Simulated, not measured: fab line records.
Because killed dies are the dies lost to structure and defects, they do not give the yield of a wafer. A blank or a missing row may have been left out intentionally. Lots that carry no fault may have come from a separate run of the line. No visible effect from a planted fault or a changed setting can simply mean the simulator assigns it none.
Matching of chambers | flow n5Finfet | N5_BEOL_M7_ALD_77 on aldMetal-02 has 4 sister chambers
The step deposits TaN, target thk 2 nm, pulse time 2 s, purge time 3 s. 8 wafers are shown with their chamber, then 8 later ones without.

== WAFERS PAIRED WITH THEIR CHAMBERS ==
wafer  | chamber | heaterPowerW (W)
L081.4 | 3       | 368
L083.1 | 3       | 360
L083.2 | 0       | 342
L083.3 | 1       | 445
L088.1 | 1       | 439
L088.4 | 0       | 340
L088.6 | 2       | 437
L094.1 | 2       | 435

== WAFERS WITHOUT THEIR CHAMBER ==
wafer  | heaterPowerW (W)
L094.5 | 424
L094.6 | 356
L095.3 | 435
L095.4 | 444
L095.6 | 344
L097.1 | 431
L097.3 | 448
L097.5 | 365

== EACH ONE'S CHAMBER ==
wafer  | from the rows above     | in truth
L094.5 | can't be placed: 2 or 1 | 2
L094.6 | can't be placed: 3 or 0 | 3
L095.3 | can't be placed: 2 or 1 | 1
L095.4 | can't be placed: 1 or 2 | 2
L095.6 | 0                       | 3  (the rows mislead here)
L097.1 | can't be placed: 2 or 1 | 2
L097.3 | can't be placed: 1 or 2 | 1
L097.5 | 3                       | 3
Correct placement for 1 of the 8. Can't be placed from these rows: 6 (the true chamber is among the candidates in 6). Placed wrongly: 1.
How it was worked out, from the rows above alone: a wafer's distance from a chamber is the root of the sum, over the readings, of the square of ((its reading less the chamber's mean) divided by the reading's scatter). The wafer belongs to the nearest chamber; if the next one is less than 2 further off, it can't be placed. The mean given for a chamber averages the wafers shown for that chamber. The scatter is the square root of a quotient: the sum, over the shown wafers, of each reading's squared deviation from its chamber's mean, divided by wafers minus chambers.
